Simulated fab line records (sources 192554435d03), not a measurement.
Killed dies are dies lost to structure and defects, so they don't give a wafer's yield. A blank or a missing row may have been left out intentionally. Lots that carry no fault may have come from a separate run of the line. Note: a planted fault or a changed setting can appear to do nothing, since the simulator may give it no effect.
Chamber matching :: flow n5Finfet :: N5_BEOL_M11_PECVD_70 on pecvd-01: 3 sister chambers
The step deposits SiO2 from TEOS/O2, target thk 20 nm, time 22.7 s. 3 wafers are shown with their chamber, then 9 later ones without.

## EACH WAFER AND ITS CHAMBER
wafer: L086.4
chamber: 2
throttleValvePct (%): 24.4

wafer: L086.5
chamber: 1
throttleValvePct (%): 22.0

wafer: L086.6
chamber: 0
throttleValvePct (%): 22.1

## WAFERS WITH NO CHAMBER GIVEN
wafer: L087.4
throttleValvePct (%): 22.0

wafer: L087.5
throttleValvePct (%): 22.1

wafer: L087.6
throttleValvePct (%): 24.3

wafer: L094.1
throttleValvePct (%): 22.3

wafer: L094.2
throttleValvePct (%): 24.6

wafer: L094.5
throttleValvePct (%): 22.3

wafer: L097.2
throttleValvePct (%): 22.3

wafer: L097.3
throttleValvePct (%): 24.4

wafer: L097.4
throttleValvePct (%): 21.8

## THE CHAMBER EACH PASSED THROUGH
wafer: L087.4
from the rows above: can't be placed: 1 or 0
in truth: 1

wafer: L087.5
from the rows above: can't be placed: 0 or 1
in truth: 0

wafer: L087.6
from the rows above: 2
in truth: 2

wafer: L094.1
from the rows above: can't be placed: 0 or 1
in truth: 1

wafer: L094.2
from the rows above: 2
in truth: 2

wafer: L094.5
from the rows above: can't be placed: 0 or 1
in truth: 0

wafer: L097.2
from the rows above: can't be placed: 0 or 1
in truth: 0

wafer: L097.3
from the rows above: 2
in truth: 2

wafer: L097.4
from the rows above: can't be placed: 1 or 0
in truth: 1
Correct placement for 3 of the 9. Can't be placed from these rows: 6 (the true chamber is among the candidates in 6). Number placed wrongly: 0.
How it was worked out, from the rows above alone: a wafer's distance from a chamber is the root of the sum, over the readings, of the square of ((its reading less the chamber's mean) divided by the reading's scatter). The wafer belongs to the nearest chamber; if the next one is less than 2 further off, it can't be placed. A chamber's mean is the mean of its shown wafers. The scatter: root of mean squared gap, hidden wafer to nearest shown wafer, with one shown wafer a chamber.
